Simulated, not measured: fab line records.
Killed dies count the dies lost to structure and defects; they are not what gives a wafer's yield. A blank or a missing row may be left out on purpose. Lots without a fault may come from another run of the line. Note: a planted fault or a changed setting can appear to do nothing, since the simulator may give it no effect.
The tool behind it: which one?    flow nandHarc    11 lots, 33 wafers sampled, at 5 steps of a route of 1302

WHAT THE GAUGES SHOWED, per wafer
NHARC_END_SORT_01. Usual: killedAtArray 51, standard deviation 17; killedAtOther 1.6, standard deviation 2.1; killedAtPeriphery 4, standard deviation 3.2; killedDies 57, standard deviation 18; killedOpen 2.9, standard deviation 1.7; killedShort 2.3, standard deviation 1.3.
lot   measured      on         killedAtArray  killedAtOther  killedAtPeriphery  killedDies   killedOpen  killedShort  flag
L575  day 25 11:40  prober-02  79 88 68       3 5 2          1 7 6              83 100 76    2 2 1       3 3 2        
L579  day 27 14:13  prober-01  56 59 70       0 0 0          3 5 3              59 64 73     2 4 4       1 3 2        
L582  day 29 05:26  prober-01  57 63 57       2 0 4          6 2 1              65 65 62     4 2 3       2 2 5        
L586  day 31 07:17  prober-01  676 669 676    0 0 0          1 8 1              677 677 677  2 7 3       2 2 1        OFF
L589  day 31 12:51  prober-02  674 676 673    0 1 0          3 0 4              677 677 677  2 3 4       4 5 3        OFF

TOOL THAT RAN EACH LOT (tool first, then ch and the chambers of the sampled wafers, then the start)
lot   NHARC_A_STAIRCASE_TRIM_196         NHARC_A_STAIRCASE_ETCH_197                    NHARC_A_STAIRCASE_TRIM_198                    NHARC_A_STAIRCASE_TRIM_220
L575  rieDiel-03 ch 1,3, day 17 08:53    rieDiel-03 ch 0,2,3, day 17 11:34 or earlier  rieDiel-03 ch 1,2, day 17 11:34 or earlier    rieDiel-13 ch 2,3, day 17 11:34
L576  rieDiel-03 ch 0,3, day 18 12:59    rieDiel-03 ch 0,1,3, day 18 15:59 or earlier  rieDiel-03 ch 0,1, day 18 15:59 or earlier    rieDiel-13 ch 1,2, day 18 15:59
L577  rieDiel-03 ch 1,3, day 18 13:22    rieDiel-03 ch 0,2,3, day 18 16:50 or earlier  rieDiel-03 ch 0,2,3, day 18 16:50 or earlier  rieDiel-12 ch 0,1,3, day 18 16:50
L578  rieDiel-13 ch 1,2,3, day 18 22:28  rieDiel-13 ch 1,3, day 19 01:25 or earlier    rieDiel-13 ch 1,2, day 19 01:25 or earlier    rieDiel-13 ch 1,3, day 19 01:25
L579  rieDiel-12 ch 1,2,3, day 19 03:58  rieDiel-12 ch 0,1,3, day 19 06:31 or earlier  rieDiel-12 ch 0,3, day 19 06:31 or earlier    rieDiel-03 ch 0,3, day 19 06:31
L582  rieDiel-13 ch 1,2, day 20 11:07    rieDiel-13 ch 0,1,2, day 20 13:50 or earlier  rieDiel-13 ch 2,3, day 20 13:50 or earlier    rieDiel-12 ch 1,2, day 20 13:50
L583  rieDiel-03 ch 1,3, day 20 16:45    rieDiel-03 ch 2,3, day 20 19:29 or earlier    rieDiel-03 ch 1,2,3, day 20 19:29 or earlier  rieDiel-12 ch 2,3, day 20 19:29
L586  rieDiel-12 ch 2,3, day 22 22:25    rieDiel-12 ch 1,2, day 23 01:08 or earlier    rieDiel-12 ch 0,1,3, day 23 01:08 or earlier  rieDiel-13 ch 0,1,3, day 23 01:08
L589  rieDiel-03 ch 0,1, day 23 04:31    rieDiel-03 ch 0,3, day 23 07:17 or earlier    rieDiel-03 ch 0,1,3, day 23 07:17 or earlier  rieDiel-12 ch 0,2,3, day 23 07:17
L593  rieDiel-13 ch 0,1,2, day 24 23:22  rieDiel-13 ch 0,3, day 25 04:10 or earlier    rieDiel-13 ch 0,2, day 25 04:10 or earlier    rieDiel-03 ch 1,2,3, day 25 04:10
L594  rieDiel-13 ch 0,2,3, day 24 23:54  rieDiel-13 ch 0,1,3, day 25 07:14 or earlier  rieDiel-13 ch 0,2,3, day 25 07:14 or earlier  rieDiel-03 ch 0,2, day 25 07:14
- NHARC_A_STAIRCASE_TRIM_196: chemistry O2, time 211.2 s.
- NHARC_A_STAIRCASE_ETCH_197: etches the open film in C4F8/O2, target depth 100 nm, time 40.5 s.
- NHARC_A_STAIRCASE_TRIM_198: chemistry O2, time 211.2 s.
- NHARC_A_STAIRCASE_TRIM_220: chemistry O2, time 211.2 s.

AS READ BY THE TOOLS THEMSELVES (means over the sampled wafers that have a number; for cases with no such wafer, the mark the record gives instead)
NHARC_A_STAIRCASE_TRIM_196. Usual: chamberPressureMTorr 60.00 mTorr, standard deviation 0.063; drypumpMotorCurrentA 6.0 A, standard deviation 0.44; oesProductAu 0.999 a.u., standard deviation 0.0071; rfVppV 57.8 V, standard deviation 0.83; showerheadPlenumPTorr 3.53 Torr, standard deviation 0.16; throttleValvePct 17.036 %, standard deviation 0.0089.
lot   tool        chamberPressureMTorr (mTorr)  drypumpMotorCurrentA (A)  oesProductAu (a.u.)  rfVppV (V)  showerheadPlenumPTorr (Torr)  throttleValvePct (%)  flag
L575  rieDiel-03  60.04                         5.5                       1.003                57.8        3.70                          17.037                
L576  rieDiel-03  60.05                         6.1                       1.001                58.4        3.52                          17.033                
L577  rieDiel-03  60.00                         5.5                       1.000                58.1        3.69                          17.035                
L578  rieDiel-13  59.98                         6.3                       0.990                56.8        3.40                          17.042                
L579  rieDiel-12  59.97                         6.1                       0.993                57.0        3.50                          17.038                
L582  rieDiel-13  60.03                         6.3                       0.991                57.5        3.36                          17.031                
L583  rieDiel-03  59.98                         5.8                       1.005                57.3        3.59                          17.034                
L586  rieDiel-12  59.95                         6.2                       1.002                58.2        3.56                          17.028                
L589  rieDiel-03  59.98                         5.7                       0.999                57.5        3.59                          17.040                
L593  rieDiel-13  60.01                         6.1                       0.997                58.5        3.61                          17.045                
L594  rieDiel-13  60.03                         6.2                       1.002                57.8        3.46                          17.034                

NHARC_A_STAIRCASE_ETCH_197. Usual: oesProductAu 0.952 a.u., standard deviation 0.017; rfVppV 896 V, standard deviation 5.8.
lot   tool        oesProductAu (a.u.)  rfVppV (V)  flag
L575  rieDiel-03  0.948                895         
L576  rieDiel-03  0.953                899         
L577  rieDiel-03  0.956                894         
L578  rieDiel-13  0.933                889         
L579  rieDiel-12  0.945                895         
L582  rieDiel-13  0.937                894         
L583  rieDiel-03  0.938                895         
L586  rieDiel-12  0.937                901         
L589  rieDiel-03  0.935                895         
L593  rieDiel-13  0.945                894         
L594  rieDiel-13  0.942                897         

NHARC_A_STAIRCASE_TRIM_198. Usual: chamberPressureMTorr 60.01 mTorr, standard deviation 0.051; drypumpMotorCurrentA 6.0 A, standard deviation 0.43; oesProductAu 0.998 a.u., standard deviation 0.0073; rfVppV 57.7 V, standard deviation 0.85; showerheadPlenumPTorr 3.52 Torr, standard deviation 0.16; throttleValvePct 17.037 %, standard deviation 0.0094.
lot   tool        chamberPressureMTorr (mTorr)  drypumpMotorCurrentA (A)  oesProductAu (a.u.)  rfVppV (V)  showerheadPlenumPTorr (Torr)  throttleValvePct (%)  flag
L575  rieDiel-03  60.01                         5.1                       1.001                57.5        3.57                          17.041                
L576  rieDiel-03  59.98                         5.5                       0.991                58.1        3.70                          17.038                
L577  rieDiel-03  60.01                         5.7                       0.998                57.7        3.50                          17.039                
L578  rieDiel-13  59.96                         6.3                       0.992                57.1        3.37                          17.037                
L579  rieDiel-12  60.03                         6.0                       1.001                57.4        3.65                          17.030                
L582  rieDiel-13  60.06                         6.2                       0.986                59.1        3.48                          17.039                
L583  rieDiel-03  60.01                         5.4                       0.995                57.2        3.57                          17.038                
L586  rieDiel-12  59.99                         6.1                       1.002                58.4        3.65                          17.023                
L589  rieDiel-03  60.04                         5.8                       1.002                57.8        3.58                          17.047                
L593  rieDiel-13  59.97                         6.0                       0.992                58.4        3.52                          17.036                
L594  rieDiel-13  60.02                         6.2                       0.996                57.2        3.46                          17.034                

NHARC_A_STAIRCASE_TRIM_220. Usual: chamberPressureMTorr 59.99 mTorr, standard deviation 0.068; drypumpMotorCurrentA 5.9 A, standard deviation 0.49; oesProductAu 1.000 a.u., standard deviation 0.007; rfVppV 57.9 V, standard deviation 0.87; showerheadPlenumPTorr 3.55 Torr, standard deviation 0.15; throttleValvePct 17.037 %, standard deviation 0.0099.
lot   tool        chamberPressureMTorr (mTorr)  drypumpMotorCurrentA (A)  oesProductAu (a.u.)  rfVppV (V)  showerheadPlenumPTorr (Torr)  throttleValvePct (%)  flag
L575  rieDiel-13  59.97                         6.4                       0.998                57.7        3.44                          17.033                
L576  rieDiel-13  60.02                         6.3                       1.000                58.0        3.37                          17.041                
L577  rieDiel-12  60.00                         6.1                       1.004                58.4        3.49                          17.024                
L578  rieDiel-13  60.00                         6.5                       0.995                57.2        3.32                          17.029                
L579  rieDiel-03  59.91                         6.0                       1.003                58.2        3.52                          17.048                
L582  rieDiel-12  59.99                         6.3                       0.996                59.0        3.59                          17.035                
L583  rieDiel-12  60.03                         6.2                       1.009                57.7        3.57                          17.037                
L586  rieDiel-13  -                             -                         -                    -           -                             -                     OFF
L589  rieDiel-12  -                             -                         -                    -           -                             -                     OFF
L593  rieDiel-03  59.92                         5.5                       0.999                58.6        3.55                          17.046                
L594  rieDiel-03  59.98                         5.3                       1.004                57.0        3.45                          17.036                

THE ANSWER, worked out from the rows above alone
Rule: take the mean of a lot's wafers that have a number; if it is more than 3 standard deviations from the usual mean, the lot is off. Also off: a lot with no number at a reading for which 4 or more lots have one. Any other lot the step has rows for is counted as sound. Order of review: gauges by route order, followed by the tools' own readings, for which a lot's mean as printed above is used. The first step at which some lot is off is used, and at that step the reading that is off furthest; a lot without a number counts as furthest.
Off at NHARC_END_SORT_01 (killedAtArray): L586, L589. Neither off nor sound, because the step has no rows for them: L576, L577, L578, L583, L593, L594.
If a tool, at a process step before that reading, ran all the lots that are off and no sound lot after the first of them, it fits. Not tried: the gauges at NHARC_END_SORT_01; whatever is off there is also off at NHARC_A_STAIRCASE_TRIM_220, on other tools, and gauge error can't account for it. With no start given for some of its lots, NHARC_A_STAIRCASE_ETCH_197 uses the hours and lot order of NHARC_A_STAIRCASE_TRIM_220. With no start given for some of its lots, NHARC_A_STAIRCASE_TRIM_198 uses the hours and lot order of NHARC_A_STAIRCASE_TRIM_220. None of those tried fits.

WHAT WAS PUT IN BY THE SIMULATOR
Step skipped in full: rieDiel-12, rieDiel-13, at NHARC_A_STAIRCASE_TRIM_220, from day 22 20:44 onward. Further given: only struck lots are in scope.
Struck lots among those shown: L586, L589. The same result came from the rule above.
